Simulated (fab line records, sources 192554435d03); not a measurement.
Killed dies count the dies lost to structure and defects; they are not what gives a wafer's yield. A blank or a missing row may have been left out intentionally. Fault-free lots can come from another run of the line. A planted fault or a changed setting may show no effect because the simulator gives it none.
Which tool was responsible?    flow n5Finfet    10 lots, 30 wafers sampled, at 4 steps of a route of 1938

WHAT THE GAUGES READ, wafer by wafer
N5_PMOS_HMC_CHANNEL_EPI_THK_MEAS_22.
lot   measured     on            HMC_CMP_THK (nm)
L193  day 1 20:37  filmMetro-01  53.1 53.7 53.2
L194  day 2 01:59  filmMetro-01  54.0 53.4 54.6
L199  day 3 08:04  filmMetro-02  55.0 54.1 53.9
L202  day 4 01:57  filmMetro-02  54.2 54.5 53.7
L203  day 4 07:59  filmMetro-01  54.1 54.0 53.7
L204  day 4 14:29  filmMetro-02  54.7 56.5 54.4
L206  day 5 02:19  filmMetro-02  54.4 54.6 54.6
L211  day 6 07:39  filmMetro-01  52.1 53.1 52.7
L212  day 7 01:54  filmMetro-01  51.5 52.2 52.2
L213  day 7 10:08  filmMetro-02  54.7 53.6 53.7

EACH LOT AND THE TOOL THAT RAN IT (in order: tool; ch and the chambers of the sampled wafers; start)
lot   N5_PMOS_HMC_CHANNEL_EPI_ETCH_32   N5_PMOS_HMC_CHANNEL_EPI_STRIP_33  N5_PMOS_HMC_CHANNEL_EPI_EPI_20
L193  rieDiel-06 ch 0,1,3, day 1 17:47  rieDiel-06 ch 0,1,3, day 1 17:53  epiRpcvd-02 ch 0, day 1 19:07
L194  rieDiel-03 ch 1,2,3, day 1 23:22  rieDiel-03 ch 1,2,3, day 1 23:28  epiRpcvd-02 ch 0, day 2 00:13
L199  rieDiel-01 ch 0,1,2, day 3 05:28  rieDiel-01 ch 0,1,2, day 3 05:34  epiRpcvd-01 ch 0, day 3 06:04
L202  rieDiel-03 ch 0,2, day 3 23:17    rieDiel-03 ch 0,2, day 3 23:22    epiRpcvd-02 ch 0, day 3 23:55
L203  rieDiel-01 ch 0,2,3, day 4 05:46  rieDiel-01 ch 0,2,3, day 4 05:52  epiRpcvd-01 ch 0, day 4 06:46
L204  rieDiel-01 ch 1,2,3, day 4 11:49  rieDiel-01 ch 1,2,3, day 4 11:55  epiRpcvd-03 ch 0, day 4 12:57
L206  rieDiel-03 ch 1,2,3, day 5 00:04  rieDiel-03 ch 1,2,3, day 5 00:10  epiRpcvd-01 ch 0, day 5 01:04
L211  rieDiel-03 ch 0,1,3, day 6 05:25  rieDiel-03 ch 0,1,3, day 6 05:31  epiRpcvd-01 ch 0, day 6 06:13
L212  rieDiel-03 ch 0,1, day 6 22:44    rieDiel-03 ch 0,1, day 6 22:50    epiRpcvd-01 ch 0, day 7 00:02
L213  rieDiel-03 ch 1,2,3, day 7 06:50  rieDiel-03 ch 1,2,3, day 7 06:56  epiRpcvd-03 ch 0, day 7 08:07
- N5_PMOS_HMC_CHANNEL_EPI_ETCH_32: etches BARC in N2/H2, stops on SiO2, target depth 85.8 nm, time 50.3 s.
- N5_PMOS_HMC_CHANNEL_EPI_STRIP_33: strips in N2/H2.
- N5_PMOS_HMC_CHANNEL_EPI_EPI_20: deposits SiGe30, target thk 59 nm.

THE ANSWER, worked out from the rows above alone
Rule: usual is defined by the lots themselves. The widest of any qualifying gaps counts: lots, ordered by their means at a reading, are off when they make up no more than a third of the lots, leave a main group of 4 or more, and stand apart from it by 3 or more times the standard deviation of that group's means. If all means in a main group match to the digits the tables above print for the reading, that group is not used. A lot without any number at a reading at which 4 lots or more have one is off too. Where the step has rows for the other lots, those lots are counted as sound.
Nothing can be told from this: no lot is off at any reading shown.

WHAT THE SIMULATOR HAD PUT IN
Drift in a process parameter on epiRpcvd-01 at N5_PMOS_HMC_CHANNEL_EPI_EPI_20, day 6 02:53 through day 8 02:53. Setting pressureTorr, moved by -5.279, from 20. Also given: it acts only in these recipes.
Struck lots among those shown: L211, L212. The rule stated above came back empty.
